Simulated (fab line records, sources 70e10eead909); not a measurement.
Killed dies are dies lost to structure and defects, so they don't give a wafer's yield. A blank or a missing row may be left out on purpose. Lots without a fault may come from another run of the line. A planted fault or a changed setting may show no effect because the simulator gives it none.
Problem report in the 8D (eight disciplines) form, filled by code | flow nand_harc | the parts of the form that need people (team, actions taken, sign-off) are left out

1. THE PROBLEM
killed_at_array at NHARC_END_SORT_01 reads a mean of 134 on 1 wafer of 1 lot; wafers without a fault read 54 with a standard deviation of 18. That is +4.4 standard deviations from the usual mean.
First seen on wafer L230.5, day 30 14:59, on prober-01. The record holds 1 wafer of 1 lot with a number at this step. Rule for "out", or "out of limits": more than 4 standard deviations from the usual mean. The other wafers with a number count as sound.

2. WHAT IT IS AND WHAT IT IS NOT
question                    | is                           | is not
which readings at this step | killed_at_array, killed_dies | killed_at_other, killed_at_periphery, killed_open, killed_short
which lots                  | L230                         | -
which wafers of those lots  | all that have a number       | -
read on which gauges        | prober-01                    | -
when                        | from day 30 14:59            | up to then (0 sound wafers)

3. SUSPECTS, AND WHAT RULES EACH OUT
Counting: a tool at a process step up to the reading stays a suspect if it ran every lot that is out and no sound lot after the first of them.
- the gauge at NHARC_END_SORT_01: kept. All the wafers that are out were read on prober-01, and no step on other tools shows them out.
- rie_diel-02 at NHARC_A_CHANNEL_HOLE_D2_ETCH_34 (etches the open film in CF4/CHF3, target depth 154 nm, time 77 s): kept. It ran the lot that is out, L230 (day 19 09:10), and no sound lot after that. NHARC_A_CHANNEL_HOLE_D2_ETCH_34 gives no start for some lots, so the hours and the order of its lots are those of NHARC_A_CHANNEL_FILL_D2_STRIP_28.
- rie_diel-07 at NHARC_A_CHANNEL_FILL_D2_STRIP_28 (strips in O2, time 20 s): kept. It ran the lot that is out, L230 (day 19 09:10), and no sound lot after that.
- rie_diel-01 at NHARC_A_STAIRCASE_DESCUM_168 (chemistry O2, time 3 s): kept. It ran the lot that is out, L230 (day 20 15:55), and no sound lot after that.
- rie_diel-01 at NHARC_A_STAIRCASE_ETCH_170 (etches the open film in C4F6/O2, target depth 200 nm, time 66.667 s): kept. It ran the lot that is out, L230 (day 30 14:59), and no sound lot after that. NHARC_A_STAIRCASE_ETCH_170 gives no start for some lots, so the hours and the order of its lots are those of NHARC_END_SORT_01.
Left after counting: rie_diel-02 at NHARC_A_CHANNEL_HOLE_D2_ETCH_34, rie_diel-07 at NHARC_A_CHANNEL_FILL_D2_STRIP_28, rie_diel-01 at NHARC_A_STAIRCASE_DESCUM_168, rie_diel-01 at NHARC_A_STAIRCASE_ETCH_170, prober-01 at NHARC_END_SORT_01.

4. THE CAUSE (what the simulator had put in)
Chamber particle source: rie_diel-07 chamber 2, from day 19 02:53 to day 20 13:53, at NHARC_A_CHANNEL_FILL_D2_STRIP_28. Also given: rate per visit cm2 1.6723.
Counting left 5 suspects, and this tool is among them.

5. THE CHAIN OF EFFECTS, in route order
Each row: a reading whose mean over the struck wafers that have a number lies more than 3 standard deviations from the usual. Only readings for which the record gives a usual standard deviation are gone through. hours: the time from each lot's start at the first step in this table that gives one to its start at this step, as a median over the lots. sigmas: the change in usual standard deviations.
hours | step              | reading         | usual | on struck wafers | change | sigmas
0     | NHARC_END_SORT_01 | killed_at_array | 54    | 134              | +80    | +4.4
0     | NHARC_END_SORT_01 | killed_dies     | 59    | 137              | +78    | +4.3

6. WHAT WOULD HAVE CAUGHT IT SOONER
In this record the first reading out of limits at a measuring or inspecting step was taken at day 30 14:59, 276 hours after the fault began at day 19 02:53.
Of the tool readings at NHARC_A_CHANNEL_FILL_D2_STRIP_28 for which the record gives a usual standard deviation, none was out on any struck wafer, so an alarm limit of 4 standard deviations on them would not have fired.
All the lots that are out (1) had begun NHARC_A_CHANNEL_FILL_D2_STRIP_28 on rie_diel-07 by day 30 14:59. A hold on the tool at that time would have spared none of them.
